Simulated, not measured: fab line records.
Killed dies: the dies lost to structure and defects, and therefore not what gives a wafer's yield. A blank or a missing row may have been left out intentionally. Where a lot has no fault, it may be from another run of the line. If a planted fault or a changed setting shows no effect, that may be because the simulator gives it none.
fab line records | flow nand-harc
record: lots: 13 wafers: 39 last-day: 33
route steps=1302 shown P_BONDPAD@381 A_ZERO_WELL@405 A_ONON_D1@428 END@1302
lots that met no fault: taken from a fault-free run of the same line
start-h: start of the lot's first displayed wafer, in hours after the record's first day | wait-h: hours since the lot's step before | " as in the row above | L1.1+2: several wafers, shown together as one row | - either no value or no given start | * or withheld: withheld | < > ~ a bound
route shown NAME@n: names a module that has steps shown in the file, with the first one's number in the route | usual: average and standard deviation across the fault-free wafers | same: alike in all rows | chamber/n: place in a boat | sites: each site's reading | _std_site: their standard deviation | _edge_site: the outer-site mean with the inner-site mean subtracted | radius-mm: how far each site lies from the wafer's centre | mask NAME#n: copy n | behind: the most recent tool/chamber to have shaped the wafer | hold: the reason the lot was held/the length of the hold in hours/how it ended | device: the n, p or np transistor that did not switch | end of line: tests run on the same wafers once the route is complete | a step with no rows: only its recipe | killed: count of dies lost to structure and defects at first sort (not the wafer's yield) | map: a wafer's dies, x killed, . not, _ none there
set.NAME: the setting the step ran with; set.NAME@STEP: the setting that earlier step ran with | model.NAME: the simulator's own value behind a step, which no gauge read
route steps across a sampled set of lots; one table per step, one row per wafer
services: when a tool's chamber went out of use (start-h, in hours from the record's first day, below 0 if earlier), for how many hours, and the reason
== steps ==
step: NHARC_P_BONDPAD_THK_MEAS_20
recipe: thk-meas-gauge: xrf
usual: thk-nm: 160.5/1.5
columns lot.wafer tool chamber start-h wait-h thk-nm
L725.1 film-metro-02 - 138.73 - 162.0
L725.3 " - " " 160.8
L725.6 " - " " 164.3
L727.2 film-metro-02 - 157.11 - 161.0
L727.3 " - " " 161.4
L727.4 " - " " 159.2
L728.3 film-metro-01 - 169.74 - 162.5
L728.4 " - " " 158.4
L728.5 " - " " 159.6
L730.1 film-metro-02 - 191.30 - 162.4
L730.2 " - " " 159.9
L730.6 " - " " 162.1
L731.1 film-metro-01 - 202.03 - 159.5
L731.4 " - " " 159.0
L731.5 " - " " 157.8
L732.1 film-metro-01 - 207.02 - 157.6
L732.4 " - " " 159.3
L732.6 " - " " 158.5
L733.2 film-metro-01 - 219.07 - 160.6
L733.5 " - " " 159.0
L733.6 " - " " 161.9
L736.1 film-metro-01 - 246.32 - 161.5
L736.4 " - " " 159.9
L736.5 " - " " 157.2
L741.1 film-metro-01 - 303.08 - 161.9
L741.4 " - " " 161.0
L741.6 " - " " 161.5
L743.3 film-metro-01 - 316.60 - 160.6
L743.4 " - " " 160.5
L743.5 " - " " 157.7
L744.1 film-metro-02 - 325.45 - 160.2
L744.2 " - " " 159.2
L744.3 " - " " 159.2
L745.2 film-metro-01 - 347.40 - 159.8
L745.3 " - " " 161.1
L745.5 " - " " 160.8
L747.2 film-metro-01 - 360.92 - 160.2
L747.3 " - " " 162.8
L747.6 " - " " 161.8
step: NHARC_A_ZERO_WELL_ETCH_13
recipe: target-depth-a: 1200 time-s: 40.1 hbr-flow-sccm: 150 cl2-flow-sccm: 50 rf-w: 400 icp-w: 400 bias-w: 100 chemistry: HBr/Cl2
usual: chamber-pressure-mTorr: 15.000/0.016 drypump-motor-current-A: 5.5/0.34 oes-product-au: 1.001/0.0089 throttle-valve-pct: 26.406/0.0089
columns lot.wafer tool chamber start-h wait-h chamber-pressure-mTorr drypump-motor-current-A oes-product-au rf-hours-counter-h throttle-valve-pct
L725.3 rie-si-03 0 140.80 - 14.946 5.5 1.007 0.4 26.411
L725.1 " 1 " " 14.993 5.7 1.006 0.4 26.388
L725.6 " 2 " " 14.999 5.3 1.002 - 26.393
L727.3 rie-si-01 2 159.02 - 14.989 5.7 1.008 0.9 26.394
L727.2 " 3 " " 15.020 5.9 0.991 1.0 26.408
L727.4 " 0 " " 15.002 6.2 1.020 0.9 26.403
L728.3 rie-si-03 3 171.56 - 15.002 5.5 1.026 0.7 26.409
L728.4 " 0 " " 15.011 5.4 1.010 0.5 26.421
L728.5 " 2 " " 14.986 5.2 1.009 - 26.407
L730.1 rie-si-03 3 193.06 - 15.021 5.5 1.009 0.8 26.403
L730.2 " 1 " " 15.001 5.6 1.018 0.7 26.400
L730.6 " 3 " " 14.990 5.5 1.018 - 26.401
L731.4 rie-si-01 2 203.95 - 14.988 5.7 1.008 0.0 26.405
L731.1 " 3 " " 15.015 5.9 0.992 0.0 26.405
L731.5 " 2 " " 15.019 5.7 0.999 - 26.418
L732.1 rie-si-05 2 208.80 - 15.000 5.9 0.987 0.6 26.394
L732.4 " 3 " " 15.022 5.8 0.997 0.6 26.405
L732.6 " 2 " " 14.981 5.9 0.988 - 26.405
L733.2 rie-si-05 3 220.95 - 14.990 5.8 0.988 0.7 26.402
L733.6 " 3 " " 15.001 5.8 0.987 - 26.398
L733.5 " 0 " " 15.017 5.0 0.989 - 26.403
L736.1 rie-si-01 3 248.36 - 15.009 5.9 0.992 0.3 26.407
L736.4 " 0 " " 14.996 6.3 0.990 0.3 26.404
L736.5 " 3 " " 15.007 5.9 0.988 - 26.414
L741.1 rie-si-01 3 305.05 - 15.010 5.9 1.004 0.8 26.388
L741.4 " 1 " " 15.001 5.4 1.010 0.9 26.394
L741.6 " 2 " " 15.018 5.7 1.008 - 26.407
L743.4 rie-si-05 2 321.15 - 15.004 5.9 0.997 0.0 26.406
L743.3 " 0 " " 15.001 5.0 1.002 0.0 26.387
L743.5 " 2 " " 15.006 5.8 0.988 - 26.411
L744.3 rie-si-05 1 327.35 - 15.017 5.1 0.990 0.1 26.405
L744.2 " 2 " " 14.955 5.9 1.001 0.1 26.402
L744.1 " 3 " " 14.989 5.8 1.008 0.1 26.389
L745.3 rie-si-01 3 349.33 - 14.995 5.9 0.999 1.0 26.423
L745.2 " 0 " " 14.983 6.3 1.004 1.0 26.410
L745.5 " 3 " " 15.027 5.9 1.003 - 26.409
L747.2 rie-si-05 0 362.78 - 14.994 5.0 1.010 0.3 26.394
L747.3 " 3 " " 14.988 5.7 1.019 0.3 26.415
L747.6 " 1 " " 15.023 5.1 1.002 - 26.418
step: NHARC_A_ONON_D1_DEP_06
recipe: target-thk-a: 10000 n2-flow-sccm: 2750 n2o-flow-sccm: 2000 nh3-flow-sccm: 500 sih4-flow-sccm: 210 temp-c: 400
usual: sih4-flow-sccm: 210.0/0.53
columns lot.wafer tool chamber start-h wait-h sih4-flow-sccm
L725.1 pecvd-onon-04 0 162.17 0.1 209.6
L725.3 " 0 " " 210.2
L725.6 " 0 " " 209.6
L727.2 pecvd-onon-04 0 180.59 0.1 209.8
L727.3 " 0 " " 209.1
L727.4 " 0 " " 209.2
L728.3 pecvd-onon-04 0 193.93 0.2 208.5
L728.4 " 0 " " 210.4
L728.5 " 0 " " 210.1
L730.1 pecvd-onon-04 0 218.39 0.1 209.9
L730.2 " 0 " " 210.4
L730.6 " 0 " " 210.7
L731.1 pecvd-onon-04 0 228.52 0.1 209.7
L731.4 " 0 " " 209.8
L731.5 " 0 " " 210.0
L732.1 pecvd-onon-04 0 232.08 0.1 209.2
L732.4 " 0 " " 209.3
L732.6 " 0 " " 209.1
L733.2 pecvd-onon-04 0 244.73 0.1 209.8
L733.5 " 0 " " 209.7
L733.6 " 0 " " 210.3
L736.1 pecvd-onon-04 0 274.43 0.1 210.4
L736.4 " 0 " " 210.5
L736.5 " 0 " " 210.5
L741.1 pecvd-onon-01 0 328.05 0.1 210.4
L741.4 " 0 " " 209.2
L741.6 " 0 " " 210.0
L743.3 pecvd-onon-04 0 343.87 0.2 209.4
L743.4 " 0 " " 210.1
L743.5 " 0 " " 210.7
L744.1 pecvd-onon-04 0 350.11 0.1 209.3
L744.2 " 0 " " 209.1
L744.3 " 0 " " 210.5
L745.2 pecvd-onon-01 0 372.44 0.1 209.9
L745.3 " 0 " " 209.3
L745.5 " 0 " " 209.4
L747.2 pecvd-onon-03 0 382.70 0.1 210.0
L747.3 " 0 " " 210.5
L747.6 " 0 " " 209.9
step: NHARC_A_ONON_D1_THK_MEAS_08
recipe: thk-meas-gauge: ellipsometry
usual: thk-nm: 999/10
columns lot.wafer tool chamber start-h wait-h thk-nm
L725.1 film-metro-02 - 162.68 - 1014
L725.3 " - " " 1011
L725.6 " - " " 1012
L727.2 film-metro-01 - 181.05 - 996
L727.3 " - " " 996
L727.4 " - " " 994
L728.3 film-metro-01 - 194.32 - 996
L728.4 " - " " 996
L728.5 " - " " 997
L730.1 film-metro-01 - 218.90 - 1003
L730.2 " - " " 1003
L730.6 " - " " 1002
L731.1 film-metro-01 - 229.03 - 997
L731.4 " - " " 995
L731.5 " - " " 997
L732.1 film-metro-01 - 232.60 - 1006
L732.4 " - " " 1009
L732.6 " - " " 1007
L733.2 film-metro-01 - 245.19 - 983
L733.5 " - " " 984
L733.6 " - " " 981
L736.1 film-metro-02 - 274.94 - 988
L736.4 " - " " 989
L736.5 " - " " 987
L741.1 film-metro-01 - 328.56 - 1008
L741.4 " - " " 1008
L741.6 " - " " 1009
L743.3 film-metro-02 - 344.27 - 515
L743.4 " - " " 513
L743.5 " - " " 513
L744.1 film-metro-01 - 350.62 - 529
L744.2 " - " " 531
L744.3 " - " " 531
L745.2 film-metro-01 - 372.89 - 993
L745.3 " - " " 993
L745.5 " - " " 994
L747.2 film-metro-01 - 383.16 - 1009
L747.3 " - " " 1009
L747.6 " - " " 1009
step: NHARC_END_SORT_01
recipe: temp-c: 25
usual: killed-at-array: 52/20 killed-at-other: 1.0/1.3 killed-at-periphery: 3.7/2.2 killed-dies: 57/20 killed-open: 3.2/1.6 killed-short: 2.4/1.6
same: gross-dies: 677
columns lot.wafer tool chamber start-h wait-h killed-at-array killed-at-other killed-at-periphery killed-dies killed-open killed-short
L731.1 prober-01 0 632.63 2.5 101 1 3 105 4 1
L731.4 prober-01 0 635.00 3.4 80 0 5 85 2 1
L731.5 prober-01 0 635.80 3.7 70 0 4 74 5 0
L743.3 prober-02 0 748.90 3.0 674 1 2 677 4 2
L743.4 prober-02 0 749.69 3.3 673 1 3 677 2 0
L743.5 prober-02 0 750.48 3.6 670 2 5 677 5 0
L744.1 prober-01 0 761.57 2.5 671 0 6 677 3 3
L744.2 prober-01 0 762.38 2.8 675 0 2 677 2 6
L744.3 prober-01 0 763.18 3.1 673 0 4 677 3 6
killed by level:class
L731.1 A_CHANNEL_HOLE_D1:chamber-film-flake=30 A_CHANNEL_HOLE_D2:chamber-film-flake=28 A_SLIT:chamber-film-flake=24 A_STAIRCASE:chamber-film-flake=6 A_DECK1_JOINT:chamber-film-flake=4 A_WL_FILL:chamber-film-flake=2 A_CONTACT:chamber-film-flake=2 P_M0:geometric-particle:open=1
L731.4 A_SLIT:chamber-film-flake=27 A_CHANNEL_HOLE_D2:chamber-film-flake=27 A_CHANNEL_HOLE_D1:chamber-film-flake=12 A_CONTACT:chamber-film-flake=6 P_ZERO_WELL:chamber-film-flake=3 A_WL_FILL:chamber-film-flake=2 A_ONON_D2:geometric-particle:open=1 A_SGD_CUT:geometric-particle:short=1
L731.5 A_CHANNEL_HOLE_D1:chamber-film-flake=23 A_SLIT:chamber-film-flake=20 A_CHANNEL_HOLE_D2:chamber-film-flake=13 A_CONTACT:chamber-film-flake=5 P_ZERO_WELL:chamber-film-flake=2 A_STAIRCASE:chamber-film-flake=2 A_CHANNEL_FILL_D1:geometric-particle:open=1 A_DECK1_JOINT:geometric-particle:open=1
L743.3 A_ONON_D1:area-dep=615 A_CHANNEL_HOLE_D2:chamber-film-flake=29 A_CHANNEL_HOLE_D1:chamber-film-flake=6 A_SLIT:chamber-film-flake=6 A_CONTACT:chamber-film-flake=5 A_CHANNEL_FILL_D1:chamber-film-flake=4 A_ZERO_WELL:chamber-film-flake=2 A_M1:chamber-film-flake=2
L743.4 A_ONON_D1:area-dep=620 A_CHANNEL_HOLE_D2:chamber-film-flake=21 A_CHANNEL_HOLE_D1:chamber-film-flake=10 A_SLIT:chamber-film-flake=4 A_CONTACT:chamber-film-flake=4 A_STAIRCASE:chamber-film-flake=3 A_M1:chamber-film-flake=3 P_ZERO_WELL:chamber-film-flake=2
L743.5 A_ONON_D1:area-dep=606 A_CHANNEL_HOLE_D2:chamber-film-flake=27 A_CHANNEL_HOLE_D1:chamber-film-flake=8 A_CONTACT:chamber-film-flake=8 A_SLIT:chamber-film-flake=6 A_ZERO_WELL:chamber-film-flake=4 P_GATE:chamber-film-flake=3 A_CHANNEL_FILL_D1:chamber-film-flake=2
L744.1 A_ONON_D1:area-dep=598 A_SLIT:chamber-film-flake=35 A_CHANNEL_HOLE_D1:chamber-film-flake=22 A_CONTACT:chamber-film-flake=6 P_GATE:chamber-film-flake=4 A_STAIRCASE:chamber-film-flake=3 P_GATE:geometric-particle:open=1 P_M0:geometric-particle:open=1
L744.2 A_ONON_D1:area-dep=597 A_SLIT:chamber-film-flake=32 A_CHANNEL_HOLE_D1:chamber-film-flake=30 A_CONTACT:chamber-film-flake=5 A_STAIRCASE:chamber-film-flake=2 P_GATE:geometric-particle:short=1 A_ONON_D1:geometric-particle:short=1 A_CHANNEL_HOLE_D1:geometric-particle:open=1
L744.3 A_ONON_D1:area-dep=592 A_SLIT:chamber-film-flake=33 A_CHANNEL_HOLE_D1:chamber-film-flake=26 A_CONTACT:chamber-film-flake=9 A_STAIRCASE:chamber-film-flake=3 A_ONON_D1:geometric-particle:short=2 A_CHANNEL_FILL_D1:geometric-particle:short=2 P_GATE:chamber-film-flake=2
== services ==
columns tool chamber start-h hours kind
rie-si-05 - 128.00 9.0 pm
rie-si-05 0 128.00 9.0 vent-cycle
rie-si-05 1 128.00 9.0 vent-cycle
rie-si-05 2 128.00 9.0 vent-cycle
rie-si-05 3 128.00 9.0 vent-cycle
pecvd-onon-04 - 130.00 13.0 pm
rie-si-05 0 137.00 - clean
rie-si-05 1 137.00 - clean
rie-si-05 2 137.00 - clean
rie-si-05 3 137.00 - clean
rie-si-03 3 164.52 2.6 repair
rie-si-01 - 178.99 0.2 repair
rie-si-01 - 193.00 9.0 pm
rie-si-01 0 193.00 9.0 vent-cycle
rie-si-01 1 193.00 9.0 vent-cycle
rie-si-03 - 204.63 0.5 repair
rie-si-01 2 214.18 25.6 repair
rie-si-03 - 221.00 9.0 pm
pecvd-onon-03 - 227.00 13.0 pm
pecvd-onon-01 - 269.09 13.0 pm
rie-si-05 - 305.00 9.0 pm
pecvd-onon-04 - 311.12 13.0 pm
pecvd-onon-03 - 322.61 9.6 repair
rie-si-01 - 370.00 9.0 pm
== key ==
first-sign: step: NHARC_A_ONON_D1_THK_MEAS_08 reading: thk-nm direction: down sigmas: 46 usual: 999 struck: 522
effect: step: NHARC_END_SORT_01 reading: killed-at-array direction: up sigmas: 31 usual: 52 struck: 673
more-kills-born-at: NHARC_A_ONON_D1_DEP_06@pecvd-onon-04: 3628
met-at NHARC_A_ONON_D1_DEP_06
struck-lots L743,L744
struck-wafers L743.3,L743.4,L743.5,L744.1,L744.2,L744.3
later-rows-left-out L743.3,L743.4,L743.5,L744.1,L744.2,L744.3
tester-left-out L743,L744
not-acting-at NHARC_P_BONDPAD_THK_MEAS_20,NHARC_A_ZERO_WELL_ETCH_13
onset-between 274.43 343.87
fault: kind: process-parameter-drift tool: pecvd-onon-04 chamber: 0 onset-h: 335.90 steps: NHARC_A_ONON_D1_DEP_06 channel: target-thk-a offset: * shape: step end-h: 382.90 acts-in: * stated: *
tester-left-out: of these lots the tester's yield and bins aren't shown, on N5 and GAA mostly nor the transistor test; their killed dies are dies lost to structure and defects alone, not to doping, threshold or leakage, so they don't give the yield
later-rows-left-out: the simulator's readings of these wafers behind a module that went badly wrong aren't trusted and aren't shown, but for the sort
